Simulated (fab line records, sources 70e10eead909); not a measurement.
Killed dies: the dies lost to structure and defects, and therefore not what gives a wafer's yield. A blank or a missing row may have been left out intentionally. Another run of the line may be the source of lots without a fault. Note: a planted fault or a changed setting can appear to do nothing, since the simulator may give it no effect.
A struck lot beside a sound one | flow nandHarc | 30 out of 1302 route steps
Sound: the wafers L220.3, L220.4, L220.6. Struck: wafers L237.4, L237.5, L237.6. The cause is given at the end.
Each step with rows lists, per side, the tool, then ch with its chambers, then its first start. Under that, the readings that differ: sound wafers | struck wafers | difference of the means | sigmas: that difference in standard deviations of wafers without a fault.
alike: a reading whose means differ by less than 2 such deviations, as well as words and numbers matching on both sides. not compared: withheld readings; readings where some wafer has no value; bounds like >300 that might hide an equal value; numbers whose values overlap and for which the record gives no deviation.
A row with sigmas, a row that says differs or no value, or rows on one side alone: a step with any of these is where the two part. Non-overlapping numbers with no deviation appear without sigmas and do not part them. Lack of a reading on every wafer of one side parts them only where that side has two or more wafers.

NHARC_A_CHANNEL_HOLE_D2_CD_MEAS_10: the cd target is 100 nm.
  sound on cdSem-03 ch 0, day 13 13:05; struck on cdSem-01 ch 0, day 21 01:50
  alike: cdNm
NHARC_A_CHANNEL_HOLE_D2_OVL_MEAS_11:
  sound: overlay-01 at day 13 13:10; struck: overlay-02 at day 21 01:55
  alike: overlayXNm, overlayYNm
NHARC_A_CHANNEL_HOLE_D2_INSPECT_12:
  sound: defectInspect-01 at day 13 13:13; struck: defectInspect-02 at day 21 01:57
  alike: rawDefectCount
then, 1 step without rows for these wafers: NHARC_A_CHANNEL_HOLE_D2_DESCUM_15 (chemistry O2, time 3 s).
NHARC_A_CHANNEL_HOLE_D2_ETCH_38: etches the open film in CF4, target depth 39 nm, time 65 s.
  sound on rieDiel-12 ch 0,1, day 13 13:21; struck on rieDiel-05 ch 0,3, day 21 02:05
  alike: drypumpMotorCurrentA, oesProductAu, rfVppV, showerheadPlenumPTorr, throttleValvePct
  not compared: rfHoursCounterH
NHARC_A_CHANNEL_HOLE_D2_ETCH_39: etches the open film in N2/H2, target depth 260 nm, time 325 s.
  sound: rieDiel-12 ch 0,3; struck: rieDiel-05 ch 0,2,3
  alike: drypumpMotorCurrentA, h2FlowSccm, oesProductAu, rfVppV, showerheadPlenumPTorr, throttleValvePct
  not compared: rfHoursCounterH
NHARC_A_CHANNEL_HOLE_D2_ETCH_34: etches the open film in CF4/CHF3, target depth 154 nm, time 77 s.
  sound: rieDiel-12 ch 1,2,3; struck: rieDiel-05 ch 2,3
reading             | sound             | struck            | difference | sigmas
oesProductAu (a.u.) | 0.928 0.930 0.942 | 0.970 0.974 0.965 | +0.036     | +2
  alike: drypumpMotorCurrentA, rfVppV, showerheadPlenumPTorr, throttleValvePct
  not compared: rfHoursCounterH
then, 1 step without rows for these wafers: NHARC_A_CHANNEL_HOLE_D2_ETCH_16 (etches the open film in O2/COS, target depth 3100 nm, time 806 s).
NHARC_A_CHANNEL_HOLE_D2_CD_MEAS_18:
  sound: cdSem-01 at day 13 14:50; struck: cdSem-03 at day 21 03:08
  alike: cdNm
then, 3 steps without rows for these wafers: NHARC_A_CHANNEL_HOLE_D2_ETCH_19 (etches the open film in C4F8/O2/Ar, time 34.5 s); NHARC_A_CHANNEL_HOLE_D2_ETCH_20 (etches the open film in C4F8/O2/Ar, time 361.9 s, target depth 1600 nm); NHARC_A_CHANNEL_HOLE_D2_ETCH_21 (etches the open film in C4F8/O2/Ar, time 514.3 s, target depth 1600 nm).
NHARC_A_CHANNEL_HOLE_D2_ETCH_22: etches the open film in C4F8/O2/Ar, time 666.7 s, target depth 1600 nm.
  sound on harEtch-02 ch 0,1, day 13 18:10; struck on harEtch-01 ch 0,1, day 21 05:28
  alike: drypumpMotorCurrentA, oesAirLineAu, showerheadPlenumPTorr, throttleValvePct
  not compared: rfHoursCounterH
then, 2 steps without rows for these wafers: NHARC_A_CHANNEL_HOLE_D2_ETCH_23 (etches the open film in C4F8/O2/Ar, time 819 s, target depth 1600 nm); NHARC_A_CHANNEL_HOLE_D2_ETCH_24 (etches the open film in C4F8/O2/Ar, time 906.2 s, target depth 1500 nm).
NHARC_A_CHANNEL_HOLE_D2_ETCH_25: etches the open film in C4F8/O2/Ar, time 1040.2 s, target depth 1500 nm.
  sound on harEtch-02 ch 0,1, day 13 20:19; struck on harEtch-01 ch 0,1, day 21 07:40
  alike: drypumpMotorCurrentA, oesAirLineAu, showerheadPlenumPTorr, throttleValvePct
  not compared: rfHoursCounterH
then, 1 step without rows for these wafers: NHARC_A_CHANNEL_HOLE_D2_ETCH_26 (etches the open film in C4F8/O2/Ar, time 224.1 s, target depth 300 nm).
NHARC_A_CHANNEL_HOLE_D2_ETCH_27: etches the open film in C4F8/O2/Ar, time 90 s, target depth 400 nm.
  sound on harEtch-02 ch 0,1, day 13 21:10; struck on harEtch-01 ch 0,1, day 21 08:24
  alike: drypumpMotorCurrentA, oesAirLineAu, showerheadPlenumPTorr, throttleValvePct
  not compared: rfHoursCounterH
then, 7 steps without rows for these wafers: NHARC_A_CHANNEL_HOLE_D2_STRIP_41 (strips in N2/H2); NHARC_A_CHANNEL_HOLE_D2_STRIP_42 (strips in CF4/CHF3); NHARC_A_CHANNEL_HOLE_D2_STRIP_43 (strips in O2/COS); NHARC_A_CHANNEL_HOLE_D2_ETCH_44 (etches the open film in CF4/O2, target depth 140 nm, overetch 14 nm, time 77 s); NHARC_A_CHANNEL_HOLE_D2_STRIP_28 (strips in O2); NHARC_A_CHANNEL_HOLE_D2_PRECLEAN_29 (cleans in SC1); NHARC_A_CHANNEL_HOLE_D2_SRD_30.
NHARC_A_CHANNEL_HOLE_D2_CD_MEAS_31:
  sound: cdSem-01 at day 13 22:40; struck: cdSem-01 at day 21 09:51
  alike: cdNm
next, for these wafers, 1 step has no rows: NHARC_A_CHANNEL_HOLE_D2_XSEM_32.
NHARC_A_CHANNEL_HOLE_D2_INSPECT_40:
  sound: defectInspect-02 at day 13 22:50; struck: defectInspect-01 at day 21 10:02
reading        | sound       | struck         | difference | sigmas
rawDefectCount | 326 384 354 | 1427 1197 1363 | +974       | +11
then, 1 step without rows for these wafers: NHARC_A_CHANNEL_FILL_D2_PRECLEAN_00 (cleans in SC1).
-- the record jumps here: 12 days lie between the struck wafers' starts before and after (it left off in module A_CHANNEL_FILL_D2 and takes up again in module END, whose first step shown is number 1302 of the route) --
NHARC_END_SORT_01:
  only the struck wafers appear in the record here, on prober-01 ch 0 at day 32 23:22; the sound ones have no rows

WHERE THEY PART
First at NHARC_A_CHANNEL_HOLE_D2_ETCH_34; last, within this record, at NHARC_END_SORT_01.

WHY: what the simulator had put in
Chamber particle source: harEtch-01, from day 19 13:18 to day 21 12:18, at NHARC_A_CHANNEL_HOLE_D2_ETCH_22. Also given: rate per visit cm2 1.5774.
